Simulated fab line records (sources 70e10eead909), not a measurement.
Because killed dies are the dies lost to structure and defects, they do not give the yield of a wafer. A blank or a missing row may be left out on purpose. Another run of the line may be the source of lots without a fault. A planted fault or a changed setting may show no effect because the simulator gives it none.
Comparing a struck lot with a sound one	flow nand_harc	14 steps out of a route of 1159
Sound: the wafers L205.1, L205.3, L205.5. Wafers L211.1, L211.2, L211.5 were the ones struck. Last of all comes the cause.
At each step with rows: each side's tool, then ch and its chambers, then its first start. Under that, the readings that differ: sound wafers	struck wafers	difference of the means	sigmas: that difference in standard deviations of wafers without a fault.
alike: readings whose means differ by less than 2 such deviations, and words and numbers that are the same on both sides. not compared: withheld readings, readings that some wafer has no value for, bounds like >300 that may hide the same value, and numbers for which the record gives no deviation and whose values overlap.
A row with sigmas, a row that says differs or no value, or rows on one side alone: a step with any of these is where the two part. Non-overlapping numbers with no deviation appear without sigmas and do not part them. Lack of a reading on every wafer of one side parts them only where that side has two or more wafers.

NHARC_P_M2_DEP_33: deposits SiCN, target thk 30 nm.
  sound on pecvd-01 ch 1,2, day 8 10:02; struck on pecvd-04 ch 0,1,2, day 10 12:44
  alike: heater_power_outer_w, heater_power_w
  not compared: since_wet_clean_h
NHARC_P_BONDPAD_DEP_00: deposits SiCN, target thk 250 nm.
  sound on pecvd-02 ch 1,2, day 8 10:29; struck on pecvd-01 ch 0,1, day 10 13:09
  alike: heater_power_outer_w, heater_power_w
  not compared: since_wet_clean_h
NHARC_P_BONDPAD_CMP_32: polishes SiCN, target thk 200 nm.
  sound on cmp-03 ch 2,3, day 8 10:53; struck on cmp-03 ch 0,2, day 10 13:35
  alike: motor_current_A
NHARC_P_BONDPAD_THK_MEAS_33: measures by ellipsometry.
  sound on film_metro-02, day 8 11:08; struck on film_metro-01, day 10 13:49
  alike: thk_nm
then, 8 steps without rows for these wafers: NHARC_P_BONDPAD_SRD_34; NHARC_P_BONDPAD_DEHYDRATE_01 (time 120 s); NHARC_P_BONDPAD_HMDS_02 (time 30 s); NHARC_P_BONDPAD_COAT_36 (time 65 s); NHARC_P_BONDPAD_COAT_03 (resist thk 600 nm); NHARC_P_BONDPAD_SOFTBAKE_04 (time 70 s); NHARC_P_BONDPAD_EBR_05; NHARC_P_BONDPAD_EXPOSE_06 (exposes mask P BPAD).
NHARC_P_BONDPAD_PEB_07: peb time 80 s.
  struck on litho_track-02, day 10 14:10; sound on litho_track-05 ch 0, day 8 11:37
  no value came back on the struck wafers for chill_plate_temp_C (C), exhaust_pa (Pa); on the sound wafers chill_plate_temp_C (C) reads 23.07 23.06 22.97
then, 1 step without rows for these wafers: NHARC_P_BONDPAD_DEVELOP_08 (time 50 s).

## WHERE THEY PART
NHARC_P_BONDPAD_PEB_07 only, going by this record.

WHY: the cause the simulator had injected
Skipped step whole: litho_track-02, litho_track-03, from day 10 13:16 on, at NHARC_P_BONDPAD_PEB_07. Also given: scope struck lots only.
